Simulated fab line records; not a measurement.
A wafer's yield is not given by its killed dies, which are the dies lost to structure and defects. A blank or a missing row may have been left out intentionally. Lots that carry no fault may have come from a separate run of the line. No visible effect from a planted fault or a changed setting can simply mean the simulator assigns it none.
fab line records ; flow nand-harc
record lots=24; wafers=72; last-day=33
route steps=1302 shown A_WL_FILL@959 A_CONTACT@983
lots with no fault: from the same line, run without faults
start-h: the number of hours between the record's first day and the start of the first shown wafer of the lot ; wait-h: time in hours since the lot's previous step ; " unchanged from the row above ; L1.1+2: several wafers, shown together as one row ; - no value, or no start was given ; * or withheld: withheld ; < > ~ a bound
route shown NAME@n: NAME is a module with steps in the file, n the number in the route of the first one ; usual: mean/standard deviation taken from wafers without a fault ; same: alike in all rows ; chamber/n: place in a boat ; sites: each site's reading ; _std_site: the standard deviation of these ; _edge_site: mean of outer sites minus mean of inner sites ; radius-mm: how far each site lies from the wafer's centre ; mask NAME#n: copy n ; behind: the last tool/chamber to shape the wafer ; hold: what put the lot on hold/how long, in hours/how the hold closed ; device: the transistor (n, p or np) that didn't switch ; end of line: the route-end tests of the same wafers ; a step without rows: its recipe alone ; killed: dies lost to structure and defects at the first sort, not the wafer's yield ; map: the dies of a wafer, with x for killed, . for not killed, _ for no die there
set.NAME: the setting as run; set.NAME@STEP: as run at that earlier step ; model.NAME: the simulator's own value behind a step, which no gauge read
a sample of lots followed through the steps of the route, with each step as a table and each wafer as a row
services: from which hour (start-h, from the record's first day; less than 0 if before it) a tool's chamber was out of use, for how many hours, and why
## steps
# step NHARC_A_WL_FILL_STRIP_27
# recipe power-w=1500; temp-c=250; time-s=20; chemistry=N2/H2
# usual drypump-motor-current-A=5.7/0.54; heater-power-w=335/19
lot.wafer;tool;chamber;start-h;wait-h;drypump-motor-current-A;heater-power-w;rf-hours-counter-h
L075.2;plasma-asher-02;0;475.94;0.1;6.5;365;9
L075.3;plasma-asher-02;0;475.94;0.1;6.5;371;-
L075.6;plasma-asher-02;1;475.94;0.1;5.8;348;-
L074.3;plasma-asher-01;1;486.14;0.2;5.1;313;-
L074.6;plasma-asher-01;0;486.14;0.2;5.4;329;-
L074.5;plasma-asher-01;1;486.14;0.2;5.1;311;-
L076.1;plasma-asher-01;1;487.72;0.1;5.1;321;28
L076.4;plasma-asher-01;0;487.72;0.1;5.3;326;-
L076.6;plasma-asher-01;0;487.72;0.1;5.3;325;-
L077.1;plasma-asher-02;1;487.79;0.1;5.8;345;11
L077.3;plasma-asher-02;0;487.79;0.1;6.5;356;-
L077.6;plasma-asher-02;0;487.79;0.1;6.5;362;-
L078.3;plasma-asher-01;1;507.30;0.1;5.1;320;-
L078.4;plasma-asher-01;0;507.30;0.1;5.4;328;-
L078.5;plasma-asher-01;0;507.30;0.1;5.4;322;-
L079.3;plasma-asher-01;0;530.15;0.2;5.3;312;-
L079.4;plasma-asher-01;1;530.15;0.2;5.0;312;-
L079.6;plasma-asher-01;0;530.15;0.2;5.4;316;-
L080.2;plasma-asher-01;1;536.21;0.1;5.1;317;1
L080.1;plasma-asher-01;0;536.21;0.1;5.3;319;1
L080.3;plasma-asher-01;1;536.21;0.1;5.0;317;-
L081.2;plasma-asher-02;0;543.02;0.1;6.5;364;22
L081.3;plasma-asher-02;1;543.02;0.1;5.8;337;-
L081.6;plasma-asher-02;0;543.02;0.1;6.5;361;-
L083.2;plasma-asher-02;0;560.03;0.1;6.5;356;26
L083.1;plasma-asher-02;1;560.03;0.1;5.8;329;26
L083.3;plasma-asher-02;0;560.03;0.1;6.5;360;-
L082.2;plasma-asher-02;0;563.74;0.2;6.5;358;27
L082.4;plasma-asher-02;1;563.74;0.2;5.8;344;-
L082.3;plasma-asher-02;0;563.74;0.2;6.5;357;-
L085.1;plasma-asher-02;1;574.28;0.1;5.8;347;30
L085.4;plasma-asher-02;0;574.28;0.1;6.5;370;-
L085.3;plasma-asher-02;1;574.28;0.1;5.8;342;-
L084.1;plasma-asher-02;0;577.70;0.1;6.5;356;30
L084.2;plasma-asher-02;1;577.70;0.1;5.8;324;30
L084.5;plasma-asher-02;1;577.70;0.1;5.8;339;-
L087.2;plasma-asher-02;0;585.92;0.1;6.5;357;31
L087.4;plasma-asher-02;1;585.92;0.1;5.8;331;-
L087.5;plasma-asher-02;0;585.92;0.1;6.5;362;-
L086.2;plasma-asher-02;1;589.95;0.1;5.8;347;32
L086.3;plasma-asher-02;0;589.95;0.1;6.5;366;-
L086.5;plasma-asher-02;0;589.95;0.1;6.5;359;-
L088.2;plasma-asher-01;0;609.91;0.4;5.4;316;16
L088.1;plasma-asher-01;1;609.91;0.4;5.1;315;16
L088.6;plasma-asher-01;0;609.91;0.4;5.4;313;-
L089.2;plasma-asher-01;0;611.64;0.1;5.3;306;17
L089.5;plasma-asher-01;0;611.64;0.1;5.3;305;-
L089.6;plasma-asher-01;1;611.64;0.1;5.0;322;-
L091.1;plasma-asher-01;1;640.61;0.1;5.0;315;23
L091.5;plasma-asher-01;0;640.61;0.1;5.4;310;-
L091.6;plasma-asher-01;1;640.61;0.1;5.0;323;-
L090.2;plasma-asher-01;0;643.34;0.1;5.4;317;23
L090.6;plasma-asher-01;0;643.34;0.1;5.3;317;-
L090.5;plasma-asher-01;1;643.34;0.1;5.1;320;-
L092.2;plasma-asher-01;1;659.33;0.1;5.0;315;27
L092.3;plasma-asher-01;0;659.33;0.1;5.3;312;-
L092.4;plasma-asher-01;1;659.33;0.1;5.0;321;-
L094.2;plasma-asher-01;1;661.23;0.2;5.1;321;29
L094.3;plasma-asher-01;1;661.23;0.2;5.1;324;-
L094.6;plasma-asher-01;1;661.23;0.2;5.1;315;-
L093.1;plasma-asher-02;1;664.00;0.1;5.8;360;11
L093.4;plasma-asher-02;0;664.00;0.1;6.5;351;-
L093.6;plasma-asher-02;0;664.00;0.1;6.5;352;-
L095.1;plasma-asher-02;0;687.77;0.1;6.5;342;16
L095.2;plasma-asher-02;1;687.77;0.1;5.8;348;16
L095.4;plasma-asher-02;1;687.77;0.1;5.8;359;-
L096.2;plasma-asher-02;0;687.90;0.2;6.5;341;16
L096.1;plasma-asher-02;1;687.90;0.2;5.8;350;16
L096.6;plasma-asher-02;0;687.90;0.2;6.5;352;-
L097.1;plasma-asher-02;1;697.10;0.1;5.8;353;18
L097.2;plasma-asher-02;0;697.10;0.1;6.5;347;18
L097.5;plasma-asher-02;1;697.10;0.1;5.8;365;-
# step NHARC_A_WL_FILL_ETCHBACK_17
# recipe target-depth-a=40; time-s=26.7; chemistry=Cl2/BCl3
# usual drypump-motor-current-A=5.67/0.21; oes-product-au=1.001/0.0095
lot.wafer;tool;chamber;start-h;wait-h;drypump-motor-current-A;oes-product-au;rf-hours-counter-h
L075.2;rie-metal-03;1;486.15;-;5.76;1.015;1.9
L075.3;rie-metal-03;1;486.15;-;5.72;1.010;-
L075.6;rie-metal-03;1;486.15;-;5.73;1.007;-
L076.1;rie-metal-02;1;495.78;-;5.91;1.001;0.5
L076.4;rie-metal-02;0;495.78;-;5.38;1.012;-
L076.6;rie-metal-02;1;495.78;-;5.92;0.991;-
L077.1;rie-metal-03;0;495.82;-;5.93;1.009;2.2
L077.3;rie-metal-03;0;495.82;-;5.93;1.010;-
L077.6;rie-metal-03;0;495.82;-;5.93;1.005;-
L074.3;rie-metal-01;1;495.87;-;5.53;0.997;-
L074.5;rie-metal-01;0;495.87;-;5.70;0.989;-
L074.6;rie-metal-01;1;495.87;-;5.52;0.994;-
L078.3;rie-metal-02;1;524.15;-;5.86;0.991;-
L078.4;rie-metal-02;0;524.15;-;5.35;1.010;-
L078.5;rie-metal-02;1;524.15;-;5.88;1.004;-
L079.4;rie-metal-01;1;540.33;-;5.51;0.998;-
L079.3;rie-metal-01;0;540.33;-;5.73;1.001;-
L079.6;rie-metal-01;1;540.33;-;5.53;0.996;-
L080.2;rie-metal-02;1;548.00;-;5.86;0.992;1.3
L080.1;rie-metal-02;0;548.00;-;5.38;1.024;1.3
L080.3;rie-metal-02;0;548.00;-;5.39;1.014;-
L081.2;rie-metal-01;0;552.73;-;5.67;0.991;1.8
L081.3;rie-metal-01;0;552.73;-;5.67;0.988;-
L081.6;rie-metal-01;0;552.73;-;5.64;1.003;-
L083.1;rie-metal-02;0;569.74;-;5.36;1.000;1.6
L083.2;rie-metal-02;1;569.74;-;5.85;0.990;1.6
L083.3;rie-metal-02;1;569.74;-;5.91;0.989;-
L082.2;rie-metal-03;1;574.39;-;5.76;0.991;1.1
L082.4;rie-metal-03;0;574.39;-;5.92;1.003;-
L082.3;rie-metal-03;1;574.39;-;5.76;0.994;-
L085.1;rie-metal-03;1;585.24;-;5.75;0.997;1.2
L085.3;rie-metal-03;1;585.24;-;5.75;0.993;-
L085.4;rie-metal-03;0;585.24;-;5.92;0.996;-
L084.2;rie-metal-02;1;585.27;-;5.89;0.997;2.1
L084.1;rie-metal-02;0;585.27;-;5.36;1.014;2.1
L084.5;rie-metal-02;0;585.27;-;5.37;1.014;-
L087.2;rie-metal-02;1;595.64;-;5.88;0.992;2.1
L087.4;rie-metal-02;1;595.64;-;5.89;0.992;-
L087.5;rie-metal-02;0;595.64;-;5.39;1.006;-
L086.2;rie-metal-01;1;601.98;-;5.52;1.008;0.2
L086.3;rie-metal-01;1;601.98;-;5.51;1.009;-
L086.5;rie-metal-01;0;601.98;-;5.64;0.995;-
L088.1;rie-metal-03;1;620.11;-;5.72;0.996;1.9
L088.2;rie-metal-03;0;620.11;-;5.92;0.995;1.9
L088.6;rie-metal-03;1;620.11;-;5.75;0.998;-
L089.2;rie-metal-02;1;620.12;-;5.88;0.997;2.4
L089.5;rie-metal-02;0;620.12;-;5.40;1.016;-
L089.6;rie-metal-02;1;620.12;-;5.87;0.983;-
L090.2;rie-metal-02;1;650.80;-;5.89;1.004;0.2
L090.6;rie-metal-02;1;650.80;-;5.92;0.991;-
L090.5;rie-metal-02;0;650.80;-;5.37;1.009;-
L091.1;rie-metal-01;1;650.85;-;5.53;1.017;1.0
L091.6;rie-metal-01;1;650.85;-;5.53;1.010;-
L091.5;rie-metal-01;0;650.85;-;5.68;0.989;-
L094.2;rie-metal-02;0;669.53;-;5.37;1.011;0.7
L094.3;rie-metal-02;1;669.53;-;5.91;0.999;-
L094.6;rie-metal-02;1;669.53;-;5.88;1.007;-
L092.2;rie-metal-03;0;669.61;-;5.93;1.006;-
L092.3;rie-metal-03;0;669.61;-;5.93;1.002;-
L092.4;rie-metal-03;0;669.61;-;5.92;1.004;-
L093.1;rie-metal-02;0;674.80;-;5.35;1.014;0.8
L093.4;rie-metal-02;0;674.80;-;5.33;1.015;-
L093.6;rie-metal-02;0;674.80;-;5.35;1.000;-
L095.2;rie-metal-02;1;697.96;-;5.91;0.989;1.3
L095.1;rie-metal-02;0;697.96;-;5.35;1.005;1.3
L095.4;rie-metal-02;1;697.96;-;5.87;1.002;-
L096.2;rie-metal-01;1;697.99;-;5.52;1.003;2.4
L096.1;rie-metal-01;0;697.99;-;5.67;0.979;2.4
L096.6;rie-metal-01;1;697.99;-;5.51;1.006;-
L097.1;rie-metal-01;0;708.41;-;5.66;0.993;2.4
L097.2;rie-metal-01;1;708.41;-;5.49;1.017;2.4
L097.5;rie-metal-01;1;708.41;-;5.51;0.998;-
# step NHARC_A_CONTACT_DEP_24
# recipe target-thk-a=5000; temp-c=400; pressure-torr=6.5; rf-w=900; teos-flow-sccm=161.4; flow-sccm=2650; target-thk-nm=500; gas=O2; material=SiO2
# usual chamber-pressure-Torr=6.499/0.014; heater-power-w=531/110; throttle-valve-pct=16.1/0.5
lot.wafer;tool;chamber;start-h;wait-h;chamber-pressure-Torr;heater-power-w;throttle-valve-pct
L075.3;pecvd-03;0;492.60;0.3;6.489;588;16.5
L075.2;pecvd-03;2;492.60;0.3;6.504;572;16.0
L075.6;pecvd-03;2;492.60;0.3;6.519;609;16.2
L076.1;pecvd-03;1;502.24;0.2;6.498;424;16.2
L076.6;pecvd-03;0;502.24;0.2;6.480;584;16.7
L076.4;pecvd-03;1;502.24;0.2;6.490;439;16.4
L077.3;pecvd-02;0;502.31;0.1;6.508;409;16.2
L077.1;pecvd-02;1;502.31;0.1;6.524;645;16.4
L077.6;pecvd-02;0;502.31;0.1;6.523;301;16.4
L074.3;pecvd-03;1;502.55;0.4;6.507;472;16.4
L074.6;pecvd-03;0;502.55;0.4;6.505;572;16.5
L074.5;pecvd-03;1;502.55;0.4;6.484;356;16.2
L078.3;pecvd-03;2;530.57;0.2;6.503;552;16.0
L078.4;pecvd-03;1;530.57;0.2;6.514;439;16.4
L078.5;pecvd-03;2;530.57;0.2;6.508;594;16.1
L079.3;pecvd-03;1;546.69;0.1;6.502;438;16.3
L079.4;pecvd-03;0;546.69;0.1;6.521;625;16.5
L079.6;pecvd-03;1;546.69;0.1;6.487;456;16.5
L080.1;pecvd-01;0;555.34;0.1;6.509;630;16.0
L080.3;pecvd-01;1;555.34;0.1;6.499;565;15.1
L080.2;pecvd-01;2;555.34;0.1;6.499;559;14.7
L081.3;pecvd-01;2;559.20;0.1;6.484;575;14.8
L081.2;pecvd-01;0;559.20;0.1;6.509;520;16.0
L081.6;pecvd-01;1;559.20;0.1;6.495;486;15.0
L083.3;pecvd-02;1;576.25;0.1;6.501;653;16.6
L083.1;pecvd-02;2;576.25;0.1;6.491;679;15.8
L083.2;pecvd-02;0;576.25;0.1;6.502;305;16.2
L082.2;pecvd-02;2;580.89;0.1;6.469;575;16.0
L082.3;pecvd-02;1;580.89;0.1;6.501;651;16.7
L082.4;pecvd-02;0;580.89;0.1;6.510;408;16.5
L084.1;pecvd-01;1;591.63;0.1;6.504;478;15.4
L084.2;pecvd-01;0;591.63;0.1;6.507;598;16.1
L084.5;pecvd-01;0;591.63;0.1;6.502;605;16.3
L085.3;pecvd-03;0;591.67;0.1;6.482;638;16.4
L085.1;pecvd-03;1;591.67;0.1;6.493;432;16.7
L085.4;pecvd-03;2;591.67;0.1;6.481;535;15.7
L087.2;pecvd-03;2;602.08;0.1;6.487;502;15.6
L087.4;pecvd-03;0;602.08;0.1;6.522;633;16.2
L087.5;pecvd-03;1;602.08;0.1;6.524;426;16.6
L086.3;pecvd-02;1;608.36;0.1;6.505;548;16.1
L086.2;pecvd-02;2;608.36;0.1;6.508;570;16.2
L086.5;pecvd-02;2;608.36;0.1;6.499;634;16.1
L088.1;pecvd-03;1;626.55;0.1;6.500;445;16.7
L088.2;pecvd-03;2;626.55;0.1;6.485;613;15.9
L088.6;pecvd-03;1;626.55;0.1;6.496;440;16.6
L089.2;pecvd-02;2;626.69;0.2;6.503;659;16.1
L089.6;pecvd-02;0;626.69;0.2;6.499;340;16.2
L089.5;pecvd-02;1;626.69;0.2;6.507;630;16.0
L091.1;pecvd-01;2;657.32;0.2;6.498;611;15.1
L091.6;pecvd-01;1;657.32;0.2;6.483;425;15.9
L091.5;pecvd-01;2;657.32;0.2;6.491;496;15.0
L090.2;pecvd-02;2;657.48;0.2;6.505;720;15.9
L090.5;pecvd-02;0;657.48;0.2;6.513;315;16.1
L090.6;pecvd-02;2;657.48;0.2;6.493;600;15.8
L094.3;pecvd-03;1;675.95;0.1;6.498;335;16.7
L094.2;pecvd-03;0;675.95;0.1;6.488;636;16.9
L094.6;pecvd-03;1;675.95;0.1;6.483;373;16.7
L092.2;pecvd-02;2;676.06;0.2;6.484;680;15.9
L092.3;pecvd-02;0;676.06;0.2;6.514;398;16.1
L092.4;pecvd-02;2;676.06;0.2;6.506;695;16.2
L093.1;pecvd-02;0;681.21;0.1;6.492;319;16.3
L093.4;pecvd-02;2;681.21;0.1;6.506;552;16.0
L093.6;pecvd-02;0;681.21;0.1;6.491;363;16.3
L095.1;pecvd-02;2;704.29;0.1;6.485;675;16.1
L095.2;pecvd-02;1;704.29;0.1;6.484;496;16.4
L095.4;pecvd-02;2;704.29;0.1;6.479;690;16.1
L096.1;pecvd-03;1;704.32;0.1;6.507;437;16.9
L096.2;pecvd-03;2;704.32;0.1;6.486;558;15.8
L096.6;pecvd-03;1;704.32;0.1;6.493;466;16.9
L097.1;pecvd-03;2;714.87;0.1;6.518;552;16.1
L097.2;pecvd-03;0;714.87;0.1;6.488;626;17.0
L097.5;pecvd-03;0;714.87;0.1;6.497;638;16.7
# step NHARC_A_CONTACT_ETCH_115
# recipe source-w=withheld; pressure-mtorr=20; bias-v=3000; time-s=190; target-depth-a=18500; ar-flow-sccm=withheld; c4f8-flow-sccm=withheld; o2-flow-sccm=withheld; chemistry=C4F8/O2/Ar
lot.wafer;tool;chamber;start-h;wait-h;rf-hours-counter-h
L075.2;har-cap-etch-02;0;502.28;0.1;81
L075.3;har-cap-etch-02;1;502.28;0.1;-
L075.6;har-cap-etch-02;0;502.28;0.1;-
L076.1;har-cap-etch-03;1;511.18;0.1;42
L076.4;har-cap-etch-03;1;511.18;0.1;-
L076.6;har-cap-etch-03;1;511.18;0.1;-
L077.1;har-cap-etch-02;0;511.53;0.1;83
L077.3;har-cap-etch-02;0;511.53;0.1;-
L077.6;har-cap-etch-02;1;511.53;0.1;-
L074.3;har-cap-etch-03;1;513.80;0.1;-
L074.5;har-cap-etch-03;1;513.80;0.1;-
L074.6;har-cap-etch-03;0;513.80;0.1;-
L078.3;har-cap-etch-03;1;538.88;0.1;-
L078.4;har-cap-etch-03;0;538.88;0.1;-
L078.5;har-cap-etch-03;1;538.88;0.1;-
L079.4;har-cap-etch-02;0;555.08;0.1;-
L079.3;har-cap-etch-02;1;555.08;0.1;-
L079.6;har-cap-etch-02;0;555.08;0.1;-
L080.1;har-cap-etch-01;0;566.38;0.1;8
L080.2;har-cap-etch-01;1;566.38;0.1;8
L080.3;har-cap-etch-01;1;566.38;0.1;-
L081.2;har-cap-etch-03;0;573.79;0.1;53
L081.3;har-cap-etch-03;1;573.79;0.1;-
L081.6;har-cap-etch-03;1;573.79;0.1;-
L083.1;har-cap-etch-01;1;584.57;0.1;12
L083.2;har-cap-etch-01;0;584.57;0.1;12
L083.3;har-cap-etch-01;0;584.57;0.1;-
L082.2;har-cap-etch-03;0;590.19;0.1;57
L082.3;har-cap-etch-03;0;590.19;0.1;-
L082.4;har-cap-etch-03;1;590.19;0.1;-
L085.1;har-cap-etch-03;1;600.49;0.1;59
L085.3;har-cap-etch-03;1;600.49;0.1;-
L085.4;har-cap-etch-03;0;600.49;0.1;-
L084.2;har-cap-etch-01;1;601.56;0.1;15
L084.1;har-cap-etch-01;0;601.56;0.1;15
L084.5;har-cap-etch-01;0;601.56;0.1;-
L087.2;har-cap-etch-01;0;610.87;0.1;18
L087.4;har-cap-etch-01;1;610.87;0.1;-
L087.5;har-cap-etch-01;0;610.87;0.1;-
L086.2;har-cap-etch-03;0;620.63;0.1;65
L086.3;har-cap-etch-03;0;620.63;0.1;-
L086.5;har-cap-etch-03;1;620.63;0.1;-
L088.2;har-cap-etch-02;1;634.85;0.1;107
L088.1;har-cap-etch-02;0;634.85;0.1;107
L088.6;har-cap-etch-02;0;634.85;0.1;-
L089.2;har-cap-etch-01;0;635.88;0.1;24
L089.5;har-cap-etch-01;0;635.88;0.1;-
L089.6;har-cap-etch-01;1;635.88;0.1;-
L091.1;har-cap-etch-01;0;665.47;0.1;28
L091.6;har-cap-etch-01;0;665.47;0.1;-
L091.5;har-cap-etch-01;1;665.47;0.1;-
L090.2;har-cap-etch-03;1;665.90;0.1;71
L090.6;har-cap-etch-03;0;665.90;0.1;-
L090.5;har-cap-etch-03;1;665.90;0.1;-
L094.2;har-cap-etch-03;1;688.65;0.1;74
L094.3;har-cap-etch-03;0;688.65;0.1;-
L094.6;har-cap-etch-03;0;688.65;0.1;-
L092.2;har-cap-etch-02;0;688.80;0.1;115
L092.3;har-cap-etch-02;0;688.80;0.1;-
L092.4;har-cap-etch-02;1;688.80;0.1;-
L093.1;har-cap-etch-03;1;694.42;0.2;76
L093.4;har-cap-etch-03;0;694.42;0.2;-
L093.6;har-cap-etch-03;0;694.42;0.2;-
L095.2;har-cap-etch-03;1;713.38;0.1;80
L095.1;har-cap-etch-03;0;713.38;0.1;80
L095.4;har-cap-etch-03;0;713.38;0.1;-
L096.2;har-cap-etch-01;0;714.66;0.1;37
L096.1;har-cap-etch-01;1;714.66;0.1;37
L096.6;har-cap-etch-01;0;714.66;0.1;-
L097.2;har-cap-etch-03;0;723.12;0.1;82
L097.1;har-cap-etch-03;1;723.12;0.1;82
L097.5;har-cap-etch-03;1;723.12;0.1;-
# step NHARC_A_CONTACT_ETCH_122
# recipe source-w=withheld; pressure-mtorr=20; bias-v=3000; time-s=190; target-depth-a=18500; ar-flow-sccm=withheld; c4f8-flow-sccm=withheld; o2-flow-sccm=withheld; chemistry=C4F8/O2/Ar
lot.wafer;tool;chamber;start-h;wait-h;rf-hours-counter-h
L075.2;har-cap-etch-02;0;503.47;0.1;82
L075.3;har-cap-etch-02;1;503.47;0.1;-
L075.6;har-cap-etch-02;0;503.47;0.1;-
L076.1;har-cap-etch-03;1;512.37;0.1;43
L076.4;har-cap-etch-03;1;512.37;0.1;-
L076.6;har-cap-etch-03;1;512.37;0.1;-
L077.1;har-cap-etch-02;0;512.73;0.1;84
L077.3;har-cap-etch-02;0;512.73;0.1;-
L077.6;har-cap-etch-02;1;512.73;0.1;-
L074.3;har-cap-etch-03;1;515.01;0.1;-
L074.5;har-cap-etch-03;1;515.01;0.1;-
L074.6;har-cap-etch-03;0;515.01;0.1;-
L078.3;har-cap-etch-03;1;540.07;0.1;-
L078.4;har-cap-etch-03;0;540.07;0.1;-
L078.5;har-cap-etch-03;1;540.07;0.1;-
L079.4;har-cap-etch-02;0;556.28;0.1;-
L079.3;har-cap-etch-02;1;556.28;0.1;-
L079.6;har-cap-etch-02;0;556.28;0.1;-
L080.1;har-cap-etch-01;0;567.59;0.1;9
L080.2;har-cap-etch-01;1;567.59;0.1;9
L080.3;har-cap-etch-01;1;567.59;0.1;-
L081.2;har-cap-etch-03;0;574.97;0.1;54
L081.3;har-cap-etch-03;1;574.97;0.1;-
L081.6;har-cap-etch-03;1;574.97;0.1;-
L083.1;har-cap-etch-01;1;585.77;0.1;13
L083.2;har-cap-etch-01;0;585.77;0.1;13
L083.3;har-cap-etch-01;0;585.77;0.1;-
L082.2;har-cap-etch-03;0;591.39;0.1;58
L082.3;har-cap-etch-03;0;591.39;0.1;-
L082.4;har-cap-etch-03;1;591.39;0.1;-
L085.1;har-cap-etch-03;1;601.69;0.1;60
L085.3;har-cap-etch-03;1;601.69;0.1;-
L085.4;har-cap-etch-03;0;601.69;0.1;-
L084.2;har-cap-etch-01;1;602.76;0.1;17
L084.1;har-cap-etch-01;0;602.76;0.1;17
L084.5;har-cap-etch-01;0;602.76;0.1;-
L087.2;har-cap-etch-01;0;612.07;0.1;19
L087.4;har-cap-etch-01;1;612.07;0.1;-
L087.5;har-cap-etch-01;0;612.07;0.1;-
L086.2;har-cap-etch-03;0;621.81;0.1;66
L086.3;har-cap-etch-03;0;621.81;0.1;-
L086.5;har-cap-etch-03;1;621.81;0.1;-
L088.2;har-cap-etch-02;1;636.04;0.1;109
L088.1;har-cap-etch-02;0;636.04;0.1;109
L088.6;har-cap-etch-02;0;636.04;0.1;-
L089.2;har-cap-etch-01;0;637.08;0.1;25
L089.5;har-cap-etch-01;0;637.08;0.1;-
L089.6;har-cap-etch-01;1;637.08;0.1;-
L091.1;har-cap-etch-01;0;666.66;0.1;29
L091.6;har-cap-etch-01;0;666.66;0.1;-
L091.5;har-cap-etch-01;1;666.66;0.1;-
L090.2;har-cap-etch-03;1;667.10;0.1;72
L090.6;har-cap-etch-03;0;667.10;0.1;-
L090.5;har-cap-etch-03;1;667.10;0.1;-
L094.2;har-cap-etch-03;1;689.85;0.1;75
L094.3;har-cap-etch-03;0;689.85;0.1;-
L094.6;har-cap-etch-03;0;689.85;0.1;-
L092.2;har-cap-etch-02;0;690.00;0.1;116
L092.3;har-cap-etch-02;0;690.00;0.1;-
L092.4;har-cap-etch-02;1;690.00;0.1;-
L093.1;har-cap-etch-03;1;696.01;0.2;77
L093.4;har-cap-etch-03;0;696.01;0.2;-
L093.6;har-cap-etch-03;0;696.01;0.2;-
L095.2;har-cap-etch-03;1;714.57;0.1;81
L095.1;har-cap-etch-03;0;714.57;0.1;81
L095.4;har-cap-etch-03;0;714.57;0.1;-
L096.2;har-cap-etch-01;0;715.85;0.1;38
L096.1;har-cap-etch-01;1;715.85;0.1;38
L096.6;har-cap-etch-01;0;715.85;0.1;-
L097.2;har-cap-etch-03;0;724.32;0.1;83
L097.1;har-cap-etch-03;1;724.32;0.1;83
L097.5;har-cap-etch-03;1;724.32;0.1;-
# step NHARC_A_CONTACT_DEP_58
# recipe target-thk-a=900; target-thk-nm=90; temp-c=400; pressure-torr=3.5; flow-sccm=200; rf-w=350; material=SiON
# usual chamber-pressure-Torr=3.500/0.0075; heater-power-w=740/96
lot.wafer;tool;chamber;start-h;wait-h;chamber-pressure-Torr;heater-power-w
L075.3;pecvd-03;2;512.93;1.7;3.485;790
L075.2;pecvd-03;0;512.93;1.7;3.494;770
L075.6;pecvd-03;2;512.93;1.7;3.508;777
L076.1;pecvd-03;1;519.92;2.8;3.512;608
L076.4;pecvd-03;2;519.92;2.8;3.495;816
L076.6;pecvd-03;0;519.92;2.8;3.488;820
L077.1;pecvd-01;1;520.12;2.7;3.511;672
L077.3;pecvd-01;2;520.12;2.7;3.506;773
L077.6;pecvd-01;1;520.12;2.7;3.508;704
L074.3;pecvd-02;0;523.13;1.6;3.498;594
L074.5;pecvd-02;2;523.13;1.6;3.508;891
L074.6;pecvd-02;0;523.13;1.6;3.499;600
L078.3;pecvd-01;1;547.45;1.7;3.500;762
L078.5;pecvd-01;2;547.45;1.7;3.499;727
L078.4;pecvd-01;1;547.45;1.7;3.498;757
L079.3;pecvd-03;2;565.77;1.7;3.480;725
L079.6;pecvd-03;0;565.77;1.7;3.504;850
L079.4;pecvd-03;1;565.77;1.7;3.499;611
L080.3;pecvd-01;2;576.94;1.6;3.494;815
L080.1;pecvd-01;0;576.94;1.6;3.500;784
L080.2;pecvd-01;1;576.94;1.6;3.480;735
L081.2;pecvd-01;0;581.07;2.2;3.508;715
L081.3;pecvd-01;1;581.07;2.2;3.500;767
L081.6;pecvd-01;0;581.07;2.2;3.493;716
L083.1;pecvd-01;1;592.88;2.7;3.491;756
L083.3;pecvd-01;2;592.88;2.7;3.508;814
L083.2;pecvd-01;0;592.88;2.7;3.502;833
L082.2;pecvd-01;0;599.75;2.2;3.494;835
L082.3;pecvd-01;1;599.75;2.2;3.483;773
L082.4;pecvd-01;2;599.75;2.2;3.498;793
L085.3;pecvd-03;0;608.34;1.6;3.506;766
L085.1;pecvd-03;2;608.34;1.6;3.505;755
L085.4;pecvd-03;0;608.34;1.6;3.506;795
L084.1;pecvd-03;1;609.60;2.7;3.504;619
L084.2;pecvd-03;2;609.60;2.7;3.493;706
L084.5;pecvd-03;0;609.60;2.7;3.501;741
L087.2;pecvd-01;2;620.18;2.2;3.500;827
L087.4;pecvd-01;1;620.18;2.2;3.489;746
L087.5;pecvd-01;2;620.18;2.2;3.509;804
L086.3;pecvd-03;0;628.96;1.7;3.496;824
L086.2;pecvd-03;1;628.96;1.7;3.495;628
L086.5;pecvd-03;0;628.96;1.7;3.504;851
L088.1;pecvd-01;2;641.66;2.8;3.495;734
L088.2;pecvd-01;1;641.66;2.8;3.493;692
L088.6;pecvd-01;1;641.66;2.8;3.493;705
L089.2;pecvd-02;2;642.61;2.1;3.494;910
L089.5;pecvd-02;0;642.61;2.1;3.508;565
L089.6;pecvd-02;1;642.61;2.1;3.492;711
L091.1;pecvd-03;1;677.13;2.8;3.500;599
L091.6;pecvd-03;2;677.13;2.8;3.501;798
L091.5;pecvd-03;1;677.13;2.8;3.501;605
L090.2;pecvd-03;0;678.85;2.4;3.495;822
L090.5;pecvd-03;2;678.85;2.4;3.502;674
L090.6;pecvd-03;0;678.85;2.4;3.493;828
L094.2;pecvd-02;2;697.52;2.2;3.498;839
L094.3;pecvd-02;1;697.52;2.2;3.504;810
L094.6;pecvd-02;2;697.52;2.2;3.503;874
L092.3;pecvd-03;2;697.90;1.7;3.499;778
L092.2;pecvd-03;0;697.90;1.7;3.494;731
L092.4;pecvd-03;2;697.90;1.7;3.508;741
L093.1;pecvd-02;1;703.07;2.7;3.499;790
L093.4;pecvd-02;1;703.07;2.7;3.494;806
L093.6;pecvd-02;0;703.07;2.7;3.501;581
L095.2;pecvd-02;1;722.16;2.2;3.511;754
L095.1;pecvd-02;2;722.16;2.2;3.488;814
L095.4;pecvd-02;0;722.16;2.2;3.497;552
L096.1;pecvd-02;1;722.91;2.7;3.506;744
L096.2;pecvd-02;2;722.91;2.7;3.506;826
L096.6;pecvd-02;0;722.91;2.7;3.506;487
L097.1;pecvd-02;1;729.98;2.7;3.494;763
L097.2;pecvd-02;2;729.98;2.7;3.499;837
L097.5;pecvd-02;1;729.98;2.7;3.494;777
## services
tool;chamber;start-h;hours;kind
rie-metal-02;-;454.05;9.0;pm
pecvd-02;1;461.45;2.0;repair
rie-metal-02;1;478.47;2.9;repair
plasma-asher-01;-;490.20;1.0;repair
pecvd-01;-;492.18;13.0;pm
har-cap-etch-01;-;497.00;17.0;pm
plasma-asher-01;-;519.05;9.0;pm
rie-metal-03;-;519.10;9.0;pm
pecvd-03;-;547.59;13.0;pm
rie-metal-03;1;548.03;9.4;repair
rie-metal-01;-;579.67;9.0;pm
pecvd-02;-;589.14;13.0;pm
plasma-asher-02;-;603.00;9.0;pm
rie-metal-01;-;614.14;1.5;repair
rie-metal-02;-;631.05;9.0;pm
plasma-asher-02;-;645.64;0.9;repair
har-cap-etch-02;-;651.24;0.8;repair
pecvd-02;1;656.52;32.0;repair
pecvd-03;-;665.23;0.6;repair
pecvd-01;-;673.33;13.0;pm
har-cap-etch-02;-;692.09;0.7;repair
plasma-asher-01;-;696.26;9.0;pm
pecvd-03;-;717.71;3.2;repair
pecvd-03;-;728.59;13.0;pm
## key
fault none
